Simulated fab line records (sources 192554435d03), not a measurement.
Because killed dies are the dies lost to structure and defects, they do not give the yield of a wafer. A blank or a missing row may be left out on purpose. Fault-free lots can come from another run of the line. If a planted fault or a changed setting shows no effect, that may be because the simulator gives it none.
Matching of chambers -- flow n5-finfet -- N5_BEOL_M4_ETCH_63 on rie-diel-04: 4 sister chambers
The step etches SiARC in CF4, target depth 15.6 nm, time 26 s. 4 wafers are shown with their chamber, then 12 later ones without.

== WAFERS WITH THEIR CHAMBER ==
wafer,chamber,drypump-motor-current-A (A)
L090.1,2,5.2
L090.3,1,5.7
L092.1,3,6.0
L092.5,0,5.4

== WAFERS MISSING THEIR CHAMBER ==
wafer,drypump-motor-current-A (A)
L094.2,6.1
L094.3,5.4
L094.5,6.0
L095.2,6.0
L095.4,5.2
L095.6,6.0
L096.1,5.4
L096.2,6.1
L096.6,6.1
L097.1,5.4
L097.2,5.7
L097.4,6.1

== WHICH CHAMBER EACH WENT THROUGH ==
wafer,from the rows above,in truth
L094.2,3,3
L094.3,0,0
L094.5,3,3
L095.2,3,3
L095.4,2,2
L095.6,3,3
L096.1,0,0
L096.2,3,3
L096.6,3,3
L097.1,0,0
L097.2,1,1
L097.4,3,3
12 of 12 placed correctly. Can't be placed from these rows: 0. Wrongly placed: 0.
How it was worked out, from the rows above alone: a wafer's distance from a chamber is the root of the sum, over the readings, of the square of ((its reading less the chamber's mean) divided by the reading's scatter). The wafer belongs to the nearest chamber; if the next one is less than 2 further off, it can't be placed. Each chamber's mean is taken over the wafers shown for it. The scatter: with one shown wafer a chamber, the root of the mean of the squares of how far each hidden wafer lies from its nearest shown one.
